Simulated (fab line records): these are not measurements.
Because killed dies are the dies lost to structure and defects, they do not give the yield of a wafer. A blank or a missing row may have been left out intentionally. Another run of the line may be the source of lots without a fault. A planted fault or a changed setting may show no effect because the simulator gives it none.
Code-filled problem report in 8D (eight disciplines) form || flow n5Finfet || the parts of the form that need people (team, actions taken, sign-off) are left out

## 1. THE PROBLEM
headPressurePsi at N5_BEOL_M12_CMP_49 reads a mean of 1.2851 psi on 1 wafer of 1 lot; wafers without a fault read 0.9998 psi with a standard deviation of 0.002. So: +99 or more standard deviations from the usual mean.
The step: polishes, stops on SiOC, t overpolish 20.6 s, target thk 320 nm.
First seen on wafer L365.5, day 14 07:00, on cmp-04. The record holds 32 wafers of 11 lots with a number at this step. Rule for "out" (also "out of limits"): further than 4 standard deviations from the usual mean. The other wafers with a number count as sound.

## 2. WHAT IT IS AND WHAT IT IS NOT
{"question": "which readings at this step", "is": "headPressurePsi, barrierFieldEndpointS", "is not": "motorCurrentA, overpolishRunS, slurryFlowMlMin"}
{"question": "which lots", "is": "L365", "is not": "L353, L354, L355, L367, L368, L372, L373, L374, L375, L376"}
{"question": "which wafers of those lots", "is": "L365.5", "is not": "L365.1, L365.4"}
{"question": "read on which tools", "is": "cmp-04", "is not": "cmp-01, cmp-02"}
{"question": "when", "is": "from day 14 07:00", "is not": "up to then (11 sound wafers); but 20 sound wafers of L367, L368, L372, L373, L374, L375, L376 came after"}

## 3. WHAT RULES OUT EACH SUSPECT
Counting: a tool at a process step up to the reading stays a suspect if it ran every lot that is out. Sound lots after the first of them don't rule it out here, since some wafers of a struck lot are sound.
- rtpAnneal-02 at N5_BEOL_M12_ANNEAL_48 (time 90 s): kept. It processed L365, the lot that is out, at day 14 06:38, and its most recent sound lot before then was L354 at day 11 02:51.
- cmp-04 at N5_BEOL_M12_CMP_49 (polishes, stops on SiOC, t overpolish 20.6 s, target thk 320 nm): kept. It processed L365, the lot that is out, at day 14 07:00, and its most recent sound lot before then was L354 at day 11 03:13. Its own barrierFieldEndpointS, headPressurePsi readings are out on those wafers.
- cmp-04, N5_BEOL_M12_CMP_49: wafers that are out in chamber 1, sound lot-mates in chambers 2, 3.
Remaining after the count are rtpAnneal-02 at N5_BEOL_M12_ANNEAL_48 and cmp-04 at N5_BEOL_M12_CMP_49.

## 4. THE CAUSE (what the simulator had put in)
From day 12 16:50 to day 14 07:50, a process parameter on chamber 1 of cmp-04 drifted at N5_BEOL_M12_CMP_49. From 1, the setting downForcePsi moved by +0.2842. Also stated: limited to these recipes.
This tool is one of the 2 suspects left after counting.

## 5. THE EFFECT CHAIN, in route order
One row per reading whose mean, taken over the struck wafers that have a number, lies over 3 standard deviations from the usual. Only readings whose record carries a usual standard deviation are examined. hours: median over the lots of the time between each lot's start at the first step of this table that gives one and its start at this step. sigmas: the change, counted in usual standard deviations.
{"hours": 0, "step": "N5_BEOL_M12_CMP_49", "reading": "barrierFieldEndpointS", "usual": "30.4 s", "on struck wafers": 22.7, "change": -7.7, "sigmas": -9.4}
{"hours": 0, "step": "N5_BEOL_M12_CMP_49", "reading": "headPressurePsi", "usual": "0.9998 psi", "on struck wafers": 1.2851, "change": "+0.2853", "sigmas": "+99 or more"}
The process steps in it:
- N5_BEOL_M12_CMP_49: polishes, stops on SiOC, t overpolish 20.6 s, target thk 320 nm.

## 6. HOW IT WOULD HAVE BEEN CAUGHT EARLIER
38 hours passed between the start of the fault at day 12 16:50 and the first reading out of limits in this record, taken at day 14 07:00.
